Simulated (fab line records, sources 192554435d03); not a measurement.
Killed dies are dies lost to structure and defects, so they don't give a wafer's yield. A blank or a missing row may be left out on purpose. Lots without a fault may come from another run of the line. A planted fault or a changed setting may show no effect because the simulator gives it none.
fab line records | flow n5_finfet
record lots=4 wafers=12 last_day=18
route steps=1938 shown BEOL_M4@1099 BEOL_M5@1112 BEOL_M7@1293 PASSIVATION@1936
lots that met no fault: from a run of the same line without faults
start_h: hours from the record's first day to the start of the lot's first wafer shown | wait_h: hours since the lot's step before | " the same as in the row above | L1.1+2: a row that stands for several wafers | - no value, or no start given | * or withheld: withheld | < > ~ a bound
route shown NAME@n: a module of which the file shows steps, and the number in the route of the first | usual: mean/standard deviation of fault-free wafers | same: alike in all rows | chamber/n: place in a boat | sites: the reading at each site | _std_site: their standard deviation | _edge_site: outer sites' mean less inner sites' | radius_mm: how far each site lies from the wafer's centre | mask NAME#n: copy n | behind: the tool/chamber that last shaped the wafer | hold: why the lot was held/for how many hours/how that ended | device: the transistor (n, p or np) that didn't switch | end of line: the same wafers' tests at the end of the route | a step without rows: its recipe alone | killed: dies lost to structure and defects at the first sort, not the wafer's yield | map: a wafer's dies, x killed, . not, _ none there
set.NAME: the setting as run; set.NAME@STEP: as run at that earlier step | model.NAME: the simulator's own value behind a step, which no gauge read
lots at some steps of the route; a table a step, a row a wafer
services: from which hour (start_h, from the record's first day; less than 0 if before it) a tool's chamber was out of use, for how many hours, and why
## steps
# step N5_BEOL_M4_ANNEAL_95
# recipe temp_c=400 time_s=240 ambient=vacuum
# step N5_BEOL_M4_SPUTTER_96
# recipe material=Cu target_thk_a=45 temp_c=-20 chamber_pressure_pa=0.07 power_w=withheld time_s=8.29
# step N5_BEOL_M4_ECD_50
# recipe material=Cu target_thk_a=3000
# step N5_BEOL_M4_ANNEAL_51
# recipe temp_c=225 time_s=90 ambient=N2
# step N5_BEOL_M4_CMP_52
# recipe stop_on=SiOC t_overpolish_s=6.8 down_force_psi=1 platen_rpm=50 clearing_platen_down_force_psi=1.5 clearing_platen_rpm=50 post_cmp_clean=cu_alkaline target_thk_nm=40 clearing_platen_pad_velocity_m_s=0.99484 pad_velocity_m_s=0.99484
# step N5_BEOL_M4_PRE_CLEAN_60
# recipe gas=NH3/H2 time_s=15 temp_c=* rf_power_w=300
# step N5_BEOL_M4_CO_CAP_55
# recipe material=Co target_thk_a=20 temp_c=200 precursor=CCTBA/H2 pressure_torr=30 time_s=102.1
# step N5_BEOL_M4_PRE_CLEAN_56
# recipe gas=NH3 time_s=15 temp_c=withheld rf_power_w=300
# step N5_BEOL_M4_DEP_57
# recipe material=SiCN target_thk_a=80 temp_c=withheld precursor=3MS/NH3 pressure_torr=3 rf_w=202 time_s=14
# step N5_BEOL_M4_RC_MEAS_101
# usual DIBL_N=35.4/2.1 DIBL_P=34.8/2.6 IOFF_N=0.15/0.037 IOFF_P=0.19/0.037 ION_N=677/16 ION_P=462/9.3 SS_N=71.4/0.75 SS_P=72.9/0.77 VT_N=250/3.7 VT_P=-251/3.5
# columns lot.wafer tool chamber start_h wait_h DIBL_N[mV/V] DIBL_P[mV/V] IOFF_N[nA/um] IOFF_P[nA/um] ION_N[uA/um] ION_P[uA/um] SS_N[mV/dec] SS_P[mV/dec] VT_N[mV] VT_P[mV]
L693.1 prober-01 0 225.90 0.0 34.1 34.0 0.14 0.21 674 470 71.2 72.5 248 -249
L693.3 " 0 " " 33.8 33.4 0.12 0.20 660 461 70.9 73.0 255 -249
L693.5 " 0 " " 32.5 31.7 0.11 0.18 666 469 70.3 72.1 252 -249
L695.2 prober-01 0 231.49 0.8 37.8 36.2 0.17 0.22 672 460 71.9 73.0 250 -248
L695.5 " 0 " " 36.2 34.3 0.14 0.20 684 466 71.4 72.4 248 -249
L695.6 " 0 " " 36.7 34.1 0.15 0.20 675 460 71.2 72.7 247 -251
L701.2 prober-01 0 278.99 0.2 38.0 38.3 0.19 0.24 682 472 72.1 73.5 248 -247
L701.3 " 0 " " 34.9 35.8 0.13 0.20 669 461 71.0 73.3 251 -250
L701.4 " 0 " " 38.2 35.7 0.21 0.19 662 452 73.7 72.4 251 -252
L707.4 prober-01 0 327.77 0.5 34.0 33.9 0.13 0.20 675 474 70.4 71.8 249 -246
L707.5 " 0 " " 33.2 32.4 0.12 0.19 665 467 70.2 71.5 251 -248
L707.6 " 0 " " 35.3 34.1 0.14 0.19 678 465 72.1 72.5 252 -249
# step N5_BEOL_M5_ILD_DEP_00
# recipe material=SiCOH_lowk target_thk_a=1406.4 temp_c=300 precursor=DEMS/porogen pressure_torr=5 rf_w=500 time_s=25.9
# step N5_BEOL_M5_CURE_79
# recipe temp_c=385 time_s=240 ambient=He/Ar material=SiCOH_lowk
# step N5_BEOL_M5_PECVD_70
# recipe material=SiO2 target_thk_a=160 temp_c=400 precursor=TEOS/O2 pressure_torr=5.5 rf_w=450 teos_flow_sccm=53.8 gas=O2 flow_sccm=3000 time_s=18
# step N5_BEOL_M5_HM_DEP_02
# recipe material=TiN target_thk_a=200 temp_c=25 chamber_pressure_pa=0.49996
# step N5_BEOL_M5_COAT_59
# recipe resist=SOC temp_c=250 time_s=60 spin_rpm=1500 resist_thk_nm=60
# step N5_BEOL_M5_COAT_60
# recipe resist=SiARC temp_c=220 time_s=60 spin_rpm=1500 resist_thk_nm=12
# step N5_BEOL_M5_COAT_71
# recipe resist=underlayer temp_c=205 time_s=60 spin_rpm=1500 resist_thk_nm=5
# step N5_BEOL_M5_COAT_05
# recipe resist=CAR-EUV spin_rpm=1500 resist_thk_nm=30
# step N5_BEOL_M5_EBR_07
# recipe solvent=PGMEA ebr_width_mm=1.5
# step N5_BEOL_M5_SOFTBAKE_06
# recipe temp_c=110 time_s=60 resist=CAR-EUV
# step N5_BEOL_M5_EXPOSE_08
# recipe mask_id=M5 na=0.33 source_shape=annular sigma_inner=0.4 sigma_outer=0.8 polarization=unpolarized target_cd_nm=28 dose_mj=35.75
# step N5_BEOL_M5_PEB_09
# recipe peb_temp_c=100 peb_time_s=60 resist=CAR-EUV
# step N5_BEOL_M5_DEVELOP_10
# recipe develop_time_s=30 developer=TMAH resist=CAR-EUV rinse_liquid=surfactant_rinse dry=air_spin dev_temp_c=23
# step N5_BEOL_M5_DESCUM_16
# recipe chemistry=O2 time_s=7 source_power_w=50 bias_power_w=20 pressure_mtorr=20 rf_frequency_hz=2.712e+07 temp_c=40 resist=CAR-EUV o2_flow_sccm=225
# step N5_BEOL_M5_ETCH_72
# recipe chemistry=N2/H2 target=underlayer target_depth_a=65 mask_material=CAR-EUV time_s=5.2 ion_energy_ev=200 pressure_mtorr=30 source_w=840 bias_w=150 n2_flow_sccm=200 h2_flow_sccm=200 ends=cleared
# step N5_BEOL_M5_ETCH_61
# recipe chemistry=CF4 target=SiARC target_depth_a=156 mask_material=CAR-EUV time_s=26 ion_energy_ev=80 pressure_mtorr=40 source_w=545 bias_w=36 Ar_flow_sccm=100 cf4_flow_sccm=100 ends=cleared
# step N5_BEOL_M5_ETCH_62
# recipe chemistry=N2/H2 target=SOC target_depth_a=750 overetch_a=150 mask_material=SiARC temp_c=40 time_s=112.5 ion_energy_ev=200 pressure_mtorr=30 source_w=840 bias_w=150 n2_flow_sccm=200 h2_flow_sccm=200
# step N5_BEOL_M5_STRIP_63
# recipe chemistry=N2/H2 temp_c=40 n2_flow_sccm=200 h2_flow_sccm=200 rf_frequency_hz=6e+07
# step N5_BEOL_M5_STRIP_73
# recipe chemistry=N2/H2 temp_c=40 n2_flow_sccm=200 h2_flow_sccm=200 rf_frequency_hz=6e+07
# step N5_BEOL_M5_STRIP_64
# recipe chemistry=CF4 resist=SiARC power_w=300 bias_power_w=75 pressure_mtorr=50 cf4_flow_sccm=150 rf_frequency_hz=6e+07
# step N5_BEOL_M5_HM_OPEN_17
# recipe chemistry=Cl2/BCl3 target_depth_a=200 overetch_a=60 target=TiN mask_material=SOC ion_energy_ev=150 pressure_mtorr=10 icp_w=1000 bias_w=126 Cl2_flow_sccm=53.25 bcl3_flow_sccm=21.75 Ar_flow_sccm=25
# step N5_BEOL_M5_STRIP_19
# recipe chemistry=O2 power_w=400 temp_c=40 pressure_mtorr=30 rf_frequency_hz=6e+07 bias_power_w=0 overash_fraction=0.2 o2_flow_sccm=225
# step N5_BEOL_M5_COAT_65
# recipe resist=SOC temp_c=250 time_s=60 spin_rpm=1500 resist_thk_nm=60
# step N5_BEOL_M5_COAT_66
# recipe resist=SiARC temp_c=220 time_s=60 spin_rpm=1500 resist_thk_nm=12
# step N5_BEOL_M7_EXPOSE_25
# recipe mask_id=V6 na=0.33 source_shape=annular sigma_inner=0.4 sigma_outer=0.8 polarization=unpolarized target_cd_nm=40 dose_mj=42.5
# columns lot.wafer tool chamber start_h wait_h mask
L693.1+3+5 euv_scanner-02 0 253.56 - V6#0
L695.2+5+6 euv_scanner-02 0 257.51 - V6#0
L701.2+3+4 euv_scanner-01 0 307.04 - V6#0
L707.4+5+6 euv_scanner-02 0 357.61 - V6#0
# step N5_BEOL_M7_CD_MEAS_28
# recipe target_cd_nm=40 landing_energy_ev=500 detector=se_inlens
# usual cd_nm=39.9/0.31
# columns lot.wafer tool chamber start_h wait_h cd_nm
L693.1 cd_sem-02 0 253.69 - 28.1
L693.3 " 0 " " 39.9
L693.5 " 0 " " 27.9
L695.2 cd_sem-02 0 257.63 - 39.4
L695.5 " 0 " " 27.7
L695.6 " 0 " " 39.3
L701.2 cd_sem-02 0 307.17 - 39.3
L701.3 " 0 " " 40.2
L701.4 " 0 " " 40.1
L707.4 cd_sem-03 0 357.73 - 39.7
L707.5 " 0 " " 40.0
L707.6 " 0 " " 39.7
# step N5_BEOL_M7_DESCUM_33
# recipe chemistry=O2 time_s=7 source_power_w=50 bias_power_w=20 pressure_mtorr=20 rf_frequency_hz=2.712e+07 temp_c=40 resist=CAR-EUV o2_flow_sccm=225
# usual drypump_motor_current_A=5.6/0.47 oes_product_au=0.80/0.086 rf_fwd_power_W=49.35/0.22 rf_vpp_V=242.7/1.3 showerhead_plenum_p_Torr=2.06/0.063 temp_c=39.99/0.1 throttle_valve_pct=20.5/0.31
# columns lot.wafer tool chamber start_h wait_h drypump_motor_current_A oes_product_au rf_fwd_power_W rf_hours_counter_h rf_vpp_V showerhead_plenum_p_Torr temp_c throttle_valve_pct model.BEOL_M7.cd_nm
L693.1 rie_diel-06 3 253.89 0.1 5.3 0.72 49.39 196 241.5 1.97 40.03 20.6 28.4
L693.3 " 0 " " 5.3 0.81 49.23 83 242.6 2.04 39.92 20.8 39.8
L693.5 " 3 " " 5.3 0.72 49.33 - 241.4 1.97 40.03 20.6 28
L695.2 rie_diel-04 1 258.02 0.3 6.5 0.77 49.12 131 244.0 2.12 39.87 20.3 39.8
L695.5 " 2 " " 6.1 0.69 48.96 - 245.7 2.15 40.04 20.9 27.6
L695.6 " 1 " " 6.5 0.77 49.24 - 242.0 2.12 40.01 20.3 39.6
L701.2 rie_diel-04 0 307.88 0.6 5.5 0.89 49.44 32 242.7 2.07 40.01 20.7 39.8
L701.3 " 2 " " 6.1 0.97 49.13 2 243.9 2.15 40.22 20.4 40
L701.4 " 3 " " 5.3 0.69 49.29 241 244.4 2.15 39.74 20.4 40
L707.4 rie_diel-02 2 357.85 0.0 5.7 0.90 49.52 24 241.7 2.02 39.95 19.9 39.4
L707.5 " 2 " " 5.7 0.89 49.49 - 242.7 2.02 39.97 19.9 39.6
L707.6 " 1 " " 5.9 0.79 49.43 - 241.2 2.02 39.94 20.3 39.6
# step N5_BEOL_M7_VIA_ETCH_34
# recipe chemistry=C4F6/O2 target=SiCOH_lowk target_depth_a=1255 mask_material=SOC taper_deg=4 time_s=50.5 ion_energy_ev=250 pressure_mtorr=30 source_w=345 bias_w=185 Ar_flow_sccm=300 C4F6_flow_sccm=10 O2_flow_sccm=10
# usual O2_flow_sccm=10.00/0.032 drypump_motor_current_A=5.6/0.47 oes_product_au=0.80/0.083 rf_fwd_power_W=341.1/1.5 rf_vpp_V=666/20 showerhead_plenum_p_Torr=2.81/0.078 throttle_valve_pct=20.9/0.37
# columns lot.wafer tool chamber start_h wait_h O2_flow_sccm drypump_motor_current_A oes_product_au rf_fwd_power_W rf_hours_counter_h rf_vpp_V showerhead_plenum_p_Torr throttle_valve_pct model.BEOL_M7.cd_nm
L693.1 rie_diel-06 3 254.07 0.0 9.94 5.3 0.72 339.0 196 651 2.73 21.3 28.8
L693.3 " 0 " " 9.98 5.3 0.81 339.2 84 670 2.76 21.1 39.2
L693.5 " 3 " " 9.95 5.3 0.72 340.3 - 649 2.73 21.3 28.6
L695.2 rie_diel-04 1 258.20 0.0 10.00 6.5 0.77 338.6 131 708 2.82 20.4 39.4
L695.5 " 2 " " 9.99 6.2 0.68 339.6 - 665 2.93 21.4 27.8
L695.6 " 1 " " 9.94 6.5 0.77 340.0 - 706 2.82 20.4 39.4
L701.2 rie_diel-04 0 308.06 0.0 9.94 5.6 0.86 342.0 32 649 2.78 21.0 40
L701.3 " 2 " " 10.01 6.1 0.96 338.9 2 665 2.93 21.0 40
L701.4 " 3 " " 9.97 5.3 0.69 340.9 242 675 2.95 20.9 40.2
L707.4 rie_diel-02 2 358.03 0.0 10.03 5.7 0.91 340.1 24 676 2.78 20.4 39.4
L707.5 " 2 " " 10.02 5.8 0.89 341.2 - 676 2.78 20.4 39.8
L707.6 " 1 " " 10.02 5.9 0.78 342.6 - 638 2.74 20.6 40
# step N5_PASSIVATION_PROBE_49
# usual defect_limited_yield=90.5/1.7 killed_at_M0_to_M3=37/12 killed_at_M4_up=14/5.2 killed_at_contacts=12/5.9 killed_at_front_end=45/14 killed_at_other=3.5/2.8 killed_dies=112/21 killed_on_rim=15/4.5 killed_open=73/15 killed_short=36/8.9 sort_bin_5_function=5.6/1.2 sort_bin_6_memory=3.5/0.68 sort_n_pass=1068/21 sort_yield_pct=90.5/1.8
# same gross_dies=1180 killed_at_back_side=0 sort_bin_4_leakage[%]=0 sort_bin_8_speed[%]=0
# columns lot.wafer tool chamber start_h wait_h defect_limited_yield[%] killed_at_M0_to_M3 killed_at_M4_up killed_at_contacts killed_at_front_end killed_at_other killed_dies killed_on_rim killed_open killed_short sort_bin_5_function[%] sort_bin_6_memory[%] sort_n_pass sort_yield_pct[%]
L693.1 prober-02 - 332.72 0.0 0 24 1116 3 34 3 1180 152 44 29 5.6 2.2 0 0
L693.5 prober-02 - 332.92 0.2 0 45 1103 7 21 4 1180 152 53 42 5.8 3.1 0 0
L695.5 prober-01 - 343.20 0.2 0 37 1055 24 63 1 1180 152 97 35 9.3 3.6 0 0
L701.4 prober-01 - 380.06 0.7 91.4 38 11 9 36 8 102 13 60 40 5.0 3.1 1078 91.4
# killed by level:class
L693.1 BEOL_M7:area_expose=1105 FIN_SAQP:geometric_particle:short=10 FIN_SAQP:geometric_particle:open=6 BEOL_M0_SAQP:geometric_particle:short=6 BEOL_M2:geometric_particle:open=6 DUMMY_GATE:geometric_particle:open=3 GATE_CUT:geometric_particle:open=3 MOL_CONTACT_COAG:geometric_particle:open=3
L693.5 BEOL_M7:area_expose=1082 BEOL_M0_SAQP:geometric_particle:open=11 BEOL_M0_SAQP:geometric_particle:short=10 BEOL_M2:geometric_particle:open=10 BEOL_M4:geometric_particle:short=6 FIN_SAQP:geometric_particle:short=4 DUMMY_GATE:geometric_particle:open=4 MOL_CONTACT_COAG:geometric_particle:short=4
L695.5 BEOL_M7:area_expose=1040 MOL_CONTACT_COAG:geometric_particle:open=21 STI_FIN_REVEAL:geometric_particle:open=20 BEOL_M2:geometric_particle:open=13 BEOL_M3:geometric_particle:open=8 FIN_SAQP:geometric_particle:open=7 BEOL_M0_SAQP:geometric_particle:open=7 STI_FIN_REVEAL:geometric_particle:short=6
L701.4 STI_FIN_REVEAL:geometric_particle:open=9 BEOL_M3:geometric_particle:open=8 MOL_CONTACT_COAG:geometric_particle:open=7 FIN_SAQP:geometric_particle:open=6 BEOL_M0_SAQP:geometric_particle:short=6 BEOL_M2:geometric_particle:open=6 BEOL_M0_SAQP:geometric_particle:open=5 PASS1_CAP:geometric_particle:short=5
# map L693.1 (x killed, . not)
_________________xxxxxxxxxxxx________________
______________xxxxxxxxxxxxxxxxxx_____________
___________xxxxxxxxxxxxxxxxxxxxxxxx__________
__________xxxxxxxxxxxxxxxxxxxxxxxxxx_________
________xxxxxxxxxxxxxxxxxxxxxxxxxxxxxx_______
_______xxxxxxxxxxxxxxxxxxxxxxxxxxxxxxxx______
______xxxxxxxxxxxxxxxxxxxxxxxxxxxxxxxxxx_____
_____xxxxxxxxxxxxxxxxxxxxxxxxxxxxxxxxxxxx____
____xxxxxxxxxxxxxxxxxxxxxxxxxxxxxxxxxxxxxx___
___xxxxxxxxxxxxxxxxxxxxxxxxxxxxxxxxxxxxxxxx__
___xxxxxxxxxxxxxxxxxxxxxxxxxxxxxxxxxxxxxxxx__
__xxxxxxxxxxxxxxxxxxxxxxxxxxxxxxxxxxxxxxxxxx_
__xxxxxxxxxxxxxxxxxxxxxxxxxxxxxxxxxxxxxxxxxx_
_xxxxxxxxxxxxxxxxxxxxxxxxxxxxxxxxxxxxxxxxxxxx
_xxxxxxxxxxxxxxxxxxxxxxxxxxxxxxxxxxxxxxxxxxxx
_xxxxxxxxxxxxxxxxxxxxxxxxxxxxxxxxxxxxxxxxxxxx
_xxxxxxxxxxxxxxxxxxxxxxxxxxxxxxxxxxxxxxxxxxxx
_xxxxxxxxxxxxxxxxxxxxxxxxxxxxxxxxxxxxxxxxxxxx
_xxxxxxxxxxxxxxxxxxxxxxxxxxxxxxxxxxxxxxxxxxxx
_xxxxxxxxxxxxxxxxxxxxxxxxxxxxxxxxxxxxxxxxxxxx
_xxxxxxxxxxxxxxxxxxxxxxxxxxxxxxxxxxxxxxxxxxxx
__xxxxxxxxxxxxxxxxxxxxxxxxxxxxxxxxxxxxxxxxxx_
__xxxxxxxxxxxxxxxxxxxxxxxxxxxxxxxxxxxxxxxxxx_
___xxxxxxxxxxxxxxxxxxxxxxxxxxxxxxxxxxxxxxxx__
___xxxxxxxxxxxxxxxxxxxxxxxxxxxxxxxxxxxxxxxx__
____xxxxxxxxxxxxxxxxxxxxxxxxxxxxxxxxxxxxxx___
_____xxxxxxxxxxxxxxxxxxxxxxxxxxxxxxxxxxxx____
______xxxxxxxxxxxxxxxxxxxxxxxxxxxxxxxxxx_____
_______xxxxxxxxxxxxxxxxxxxxxxxxxxxxxxxx______
________xxxxxxxxxxxxxxxxxxxxxxxxxxxxxx_______
__________xxxxxxxxxxxxxxxxxxxxxxxxxx_________
___________xxxxxxxxxxxxxxxxxxxxxxxx__________
______________xxxxxxxxxxxxxxxxxx_____________
_________________xxxxxxxxxxxx________________
# map L695.5 (x killed, . not)
_________________xxxxxxxxxxxx________________
______________xxxxxxxxxxxxxxxxxx_____________
___________xxxxxxxxxxxxxxxxxxxxxxxx__________
__________xxxxxxxxxxxxxxxxxxxxxxxxxx_________
________xxxxxxxxxxxxxxxxxxxxxxxxxxxxxx_______
_______xxxxxxxxxxxxxxxxxxxxxxxxxxxxxxxx______
______xxxxxxxxxxxxxxxxxxxxxxxxxxxxxxxxxx_____
_____xxxxxxxxxxxxxxxxxxxxxxxxxxxxxxxxxxxx____
____xxxxxxxxxxxxxxxxxxxxxxxxxxxxxxxxxxxxxx___
___xxxxxxxxxxxxxxxxxxxxxxxxxxxxxxxxxxxxxxxx__
___xxxxxxxxxxxxxxxxxxxxxxxxxxxxxxxxxxxxxxxx__
__xxxxxxxxxxxxxxxxxxxxxxxxxxxxxxxxxxxxxxxxxx_
__xxxxxxxxxxxxxxxxxxxxxxxxxxxxxxxxxxxxxxxxxx_
_xxxxxxxxxxxxxxxxxxxxxxxxxxxxxxxxxxxxxxxxxxxx
_xxxxxxxxxxxxxxxxxxxxxxxxxxxxxxxxxxxxxxxxxxxx
_xxxxxxxxxxxxxxxxxxxxxxxxxxxxxxxxxxxxxxxxxxxx
_xxxxxxxxxxxxxxxxxxxxxxxxxxxxxxxxxxxxxxxxxxxx
_xxxxxxxxxxxxxxxxxxxxxxxxxxxxxxxxxxxxxxxxxxxx
_xxxxxxxxxxxxxxxxxxxxxxxxxxxxxxxxxxxxxxxxxxxx
_xxxxxxxxxxxxxxxxxxxxxxxxxxxxxxxxxxxxxxxxxxxx
_xxxxxxxxxxxxxxxxxxxxxxxxxxxxxxxxxxxxxxxxxxxx
__xxxxxxxxxxxxxxxxxxxxxxxxxxxxxxxxxxxxxxxxxx_
__xxxxxxxxxxxxxxxxxxxxxxxxxxxxxxxxxxxxxxxxxx_
___xxxxxxxxxxxxxxxxxxxxxxxxxxxxxxxxxxxxxxxx__
___xxxxxxxxxxxxxxxxxxxxxxxxxxxxxxxxxxxxxxxx__
____xxxxxxxxxxxxxxxxxxxxxxxxxxxxxxxxxxxxxx___
_____xxxxxxxxxxxxxxxxxxxxxxxxxxxxxxxxxxxx____
______xxxxxxxxxxxxxxxxxxxxxxxxxxxxxxxxxx_____
_______xxxxxxxxxxxxxxxxxxxxxxxxxxxxxxxx______
________xxxxxxxxxxxxxxxxxxxxxxxxxxxxxx_______
__________xxxxxxxxxxxxxxxxxxxxxxxxxx_________
___________xxxxxxxxxxxxxxxxxxxxxxxx__________
______________xxxxxxxxxxxxxxxxxx_____________
_________________xxxxxxxxxxxx________________
## services
# columns tool chamber start_h hours kind
rie_diel-02 3 243.66 9.1 repair
euv_scanner-02 - 246.33 1.0 pm
euv_scanner-01 - 247.63 1.0 pm
rie_diel-02 2 249.10 3.6 repair
euv_scanner-02 - 260.00 5.8 pm
rie_diel-06 - 266.11 2.8 pm
rie_diel-04 0 266.58 4.5 repair
rie_diel-04 2 276.19 - clean
rie_diel-04 2 276.19 - consumable_replace:focus_ring
rie_diel-04 2 276.19 25.5 scheduled_down
rie_diel-04 2 276.19 25.5 vent_cycle
euv_scanner-02 - 295.00 4.6 pm
euv_scanner-02 0 302.34 - calibration
euv_scanner-02 - 302.48 1.0 pm
euv_scanner-01 - 303.78 1.0 pm
euv_scanner-02 - 311.04 0.2 repair
euv_scanner-02 - 323.15 1.7 repair
rie_diel-06 3 330.98 3.6 repair
rie_diel-04 3 338.27 - clean
rie_diel-04 3 338.27 - consumable_replace:focus_ring
rie_diel-04 3 338.27 27.4 scheduled_down
rie_diel-04 3 338.27 27.4 vent_cycle
rie_diel-06 3 344.09 19.8 repair
euv_scanner-01 - 349.35 0.2 repair
## key
first_sign step=N5_BEOL_M7_CD_MEAS_28 reading=cd_nm direction=down sigmas=39 usual=39.9 struck=27.9
effect step=N5_PASSIVATION_PROBE_49 reading=killed_at_M4_up direction=up sigmas=99+ usual=14 struck=1091
model_effect step=N5_BEOL_M7_DESCUM_33 value=BEOL_M7.cd_nm without=39.8 struck=28
model_effect step=N5_BEOL_M7_VIA_ETCH_34 value=BEOL_M7.cd_nm without=40.2 struck=28.4
more_kills_born_at N5_BEOL_M7_EXPOSE_25@euv_scanner-02=3227
met_at N5_BEOL_M7_EXPOSE_25
struck_wafers L693.1,L693.5,L695.5
later_rows_left_out L693.1,L693.5,L695.5
fault kind=process_parameter_drift tool=euv_scanner-02 chamber=- onset_h=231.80 steps=N5_BEOL_M7_EXPOSE_25 channel=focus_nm offset=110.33 shape=step end_h=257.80 scope=struck_wafers_only
# later_rows_left_out: the simulator's readings of these wafers behind a module that went badly wrong aren't trusted and aren't shown, but for the sort
